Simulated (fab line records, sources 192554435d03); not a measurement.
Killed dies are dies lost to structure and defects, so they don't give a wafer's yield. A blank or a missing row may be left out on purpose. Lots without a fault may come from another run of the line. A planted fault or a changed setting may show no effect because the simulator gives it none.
Chamber matching | flow n5_finfet | N5_BEOL_M3_DEP_57 on pecvd-02: 3 sister chambers
The step deposits SiCN from 3MS/NH3, target thk 8 nm, time 14 s. 20 wafers are shown with their chamber, then 10 later ones without.

WAFERS WITH THEIR CHAMBER
wafer  | chamber | throttle_valve_pct (%) | showerhead_vpp_V (V) | showerhead_plenum_p_Torr (Torr)
L076.1 | 0       | 9.9                    | 874                  | 3.647
L076.2 | 2       | 8.7                    | 897                  | 3.670
L076.6 | 0       | 9.9                    | 866                  | 3.656
L078.1 | 0       | 9.9                    | 875                  | 3.649
L078.2 | 2       | 8.7                    | 883                  | 3.666
L078.4 | 0       | 9.7                    | 870                  | 3.653
L084.4 | 2       | 8.9                    | 883                  | 3.657
L084.5 | 0       | 9.7                    | 882                  | 3.648
L084.6 | 1       | 10.2                   | 932                  | 3.663
L086.1 | 2       | 8.6                    | 886                  | 3.669
L086.3 | 1       | 9.9                    | 941                  | 3.654
L086.5 | 0       | 9.6                    | 892                  | 3.647
L085.3 | 1       | 10.0                   | 951                  | 3.653
L085.4 | 2       | 8.7                    | 884                  | 3.676
L085.5 | 1       | 10.1                   | 933                  | 3.658
L088.1 | 1       | 10.0                   | 953                  | 3.651
L088.3 | 0       | 9.7                    | 885                  | 3.651
L088.4 | 0       | 9.9                    | 878                  | 3.650
L090.1 | 0       | 10.0                   | 876                  | 3.660
L090.2 | 2       | 8.5                    | 887                  | 3.672

SIGNATURES (means of the wafers above)
reading                  | chamber 0 | chamber 1 | chamber 2 | scatter within a chamber
throttle_valve_pct       | 9.811     | 10.040    | 8.683     | 0.13
showerhead_vpp_V         | 877.56    | 942.00    | 886.67    | 7.75
showerhead_plenum_p_Torr | 3.65122   | 3.65580   | 3.66833   | 0.00518
Rule: a wafer's distance from a chamber is the root of the sum, over the readings, of the square of ((its reading less the chamber's mean) divided by the reading's scatter). The wafer belongs to the nearest chamber; if the next one is less than 2 further off, it can't be placed. The scatter: the root of (the sum of the squares of (reading less its chamber's mean) over the shown wafers, divided by (wafers less chambers)).

WAFERS WITHOUT THEIR CHAMBER
wafer  | throttle_valve_pct (%) | showerhead_vpp_V (V) | showerhead_plenum_p_Torr (Torr)
L090.4 | 8.9                    | 886                  | 3.663
L092.1 | 9.0                    | 887                  | 3.666
L092.3 | 9.7                    | 883                  | 3.657
L092.4 | 9.9                    | 870                  | 3.662
L093.1 | 8.8                    | 880                  | 3.665
L093.2 | 10.1                   | 870                  | 3.649
L093.5 | 8.8                    | 889                  | 3.657
L094.1 | 9.7                    | 941                  | 3.660
L094.3 | 9.0                    | 874                  | 3.670
L094.5 | 9.9                    | 871                  | 3.650

WHICH CHAMBER EACH WENT THROUGH
wafer  | from the rows above | in truth
L090.4 | 2                   | 2
L092.1 | 2                   | 2
L092.3 | 0                   | 0
L092.4 | 0                   | 0
L093.1 | 2                   | 2
L093.2 | 0                   | 0
L093.5 | 2                   | 2
L094.1 | 1                   | 1
L094.3 | 2                   | 2
L094.5 | 0                   | 0
Placed correctly: 10 of 10. Can't be placed from these rows: 0. Placed wrongly: 0.
